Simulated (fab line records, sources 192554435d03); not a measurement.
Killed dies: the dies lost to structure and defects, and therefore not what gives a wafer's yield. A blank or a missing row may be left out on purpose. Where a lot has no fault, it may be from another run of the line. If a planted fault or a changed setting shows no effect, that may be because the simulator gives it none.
Comparing a struck lot with a sound one ; flow n5-finfet ; 15 out of 1938 route steps
Sound: these wafers, L759.1, L759.2, L759.3. Struck: wafer L771.4; the same lot's L771.3 was not struck, so it is left out; see the end for the cause.
Per side, at each step with rows, come the tool, then ch with its chambers, and then its first start. Under that, the readings that differ: sound wafers ; struck wafers ; difference of the means ; sigmas: that difference in standard deviations of wafers without a fault.
alike: words and numbers the same on both sides, and readings whose means are apart by under 2 such deviations; not compared: readings that were withheld, readings missing a value for some wafer, numbers with overlapping values and no deviation given by the record, and bounds like >300 which may hide the same value.
Wherever a step has rows on one side only, a row that says differs or no value, or a row with sigmas, the two part there. Numbers that don't overlap but have no deviation are shown without sigmas and don't part them. A reading missing from all wafers of one side parts the sides only when that side holds two or more wafers.

first, 1 step without rows for these wafers: N5_SD_EPI_P_DEVELOP_08 (develop time 30 s).
N5_SD_EPI_P_CD_MEAS_09: the cd target is 240 nm.
  sound on cd-sem-01 ch 0, day 3 15:32; struck on cd-sem-01 ch 0, day 6 11:39
  alike: cd-nm
N5_SD_EPI_P_OVL_MEAS_10:
  sound on overlay-02 ch 0, day 3 15:34; struck on overlay-02 ch 0, day 6 11:41
  alike: SD_P_BLK_OVL
N5_SD_EPI_P_INSPECT_11: inspects for defects (macro).
  struck on defect-inspect-02, day 6 11:42; sound on defect-inspect-02, day 3 15:35
  alike: raw-defect-count
then, 1 step without rows for these wafers: N5_SD_EPI_P_DESCUM_14 (chemistry O2, time 7.9 s).
N5_SD_EPI_P_ETCH_36: etches SiARC in CF4, target depth 45.5 nm, time 75.8 s.
  sound on rie-diel-03 ch 0,1,3, day 3 16:58; struck on rie-diel-04 ch 3, day 6 11:50
reading;sound;struck;difference;sigmas
rf-vpp-V (V);186.3 184.9 183.2;182.0;-2.8;-3
showerhead-plenum-p-Torr (Torr);2.23 2.18 2.15;2.04;-0.15;-2
  alike: drypump-motor-current-A, etch-rf-on-time-s, oes-product-au, throttle-valve-pct
  not compared: rf-hours-counter-h
N5_SD_EPI_P_ETCH_37: etches SOC in N2/H2, overetch 108 nm, time 486 s.
  sound on rie-diel-03 ch 0,1,3, day 3 17:01; struck on rie-diel-04 ch 3, day 6 12:04
reading;sound;struck;difference;sigmas
showerhead-plenum-p-Torr (Torr);2.63 2.59 2.55;2.43;-0.16;-2
  alike: drypump-motor-current-A, n2-flow-sccm, oes-product-au, rf-vpp-V, throttle-valve-pct
  not compared: rf-hours-counter-h
then, 1 step without rows for these wafers: N5_SD_EPI_P_STRIP_38 (strips in N2/H2).
N5_SD_EPI_P_ETCHBACK_46: etches SiNx in CH3F/O2, stops on SiO2, target depth 17.5 nm.
  sound on rie-diel-03 ch 0,1,3, day 3 17:20; struck on rie-diel-04 ch 3, day 6 12:26
reading;sound;struck;difference;sigmas
showerhead-plenum-p-Torr (Torr);2.09 2.03 2.02;1.91;-0.14;-2
  alike: drypump-motor-current-A, oes-product-au, rf-vpp-V, throttle-valve-pct
  not compared: rf-hours-counter-h
N5_SD_EPI_P_ETCH_47: etches SiOCN in CH3F/O2, target depth 25 nm.
  sound on rie-diel-03 ch 0,1,3, day 3 17:26; struck on rie-diel-04 ch 3, day 6 12:35
reading;sound;struck;difference;sigmas
showerhead-plenum-p-Torr (Torr);2.09 2.03 2.02;1.91;-0.14;-2
  alike: drypump-motor-current-A, oes-product-au, rf-vpp-V, throttle-valve-pct
  not compared: rf-hours-counter-h
N5_SD_EPI_P_ETCH_16: etches SiO2 in CHF3/O2, target depth 5 nm.
  sound on rie-diel-03 ch 0,1,3, day 3 17:32; struck on rie-diel-04 ch 3, day 6 12:43
reading;sound;struck;difference;sigmas
showerhead-plenum-p-Torr (Torr);2.51 2.45 2.43;2.30;-0.16;-2
  alike: drypump-motor-current-A, oes-product-au, rf-vpp-V, throttle-valve-pct
  not compared: rf-hours-counter-h
then, 1 step without rows for these wafers: N5_SD_EPI_P_STRIP_50 (strips in CHF3/O2).
N5_SD_EPI_P_SD_RECESS_17: chemistry HBr/Cl2/O2, target depth 39.1 nm, bt time 3 s.
  sound on rie-si-01 ch 0,2,3, day 3 17:37; struck on rie-si-01 ch 3, day 6 12:47
reading;sound;struck;difference;sigmas
model.SD_EPI_P.feature-depth-nm (nm);40.4 38.6 39;34.6;-4.7;
model.etch.depth-nm (nm);40.38 38.6 38.98;34.62;-4.70;
  alike: drypump-motor-current-A, oes-product-au, throttle-valve-pct
  not compared: rf-hours-counter-h
then, 2 steps without rows for these wafers: N5_SD_EPI_P_WET_ETCH_45 (etches SiO2 in dHF, time 10.7 s, target depth 2 nm, rinse time 30 s); N5_PASSIVATION_PROBE_49.

## WHERE THEY PART
Last at N5_SD_EPI_P_ETCH_16 as far as this record goes, first at N5_SD_EPI_P_ETCH_36. Later steps at which nothing parts them and some readings are alike: N5_SD_EPI_P_SD_RECESS_17.

WHY: what had been put in by the simulator
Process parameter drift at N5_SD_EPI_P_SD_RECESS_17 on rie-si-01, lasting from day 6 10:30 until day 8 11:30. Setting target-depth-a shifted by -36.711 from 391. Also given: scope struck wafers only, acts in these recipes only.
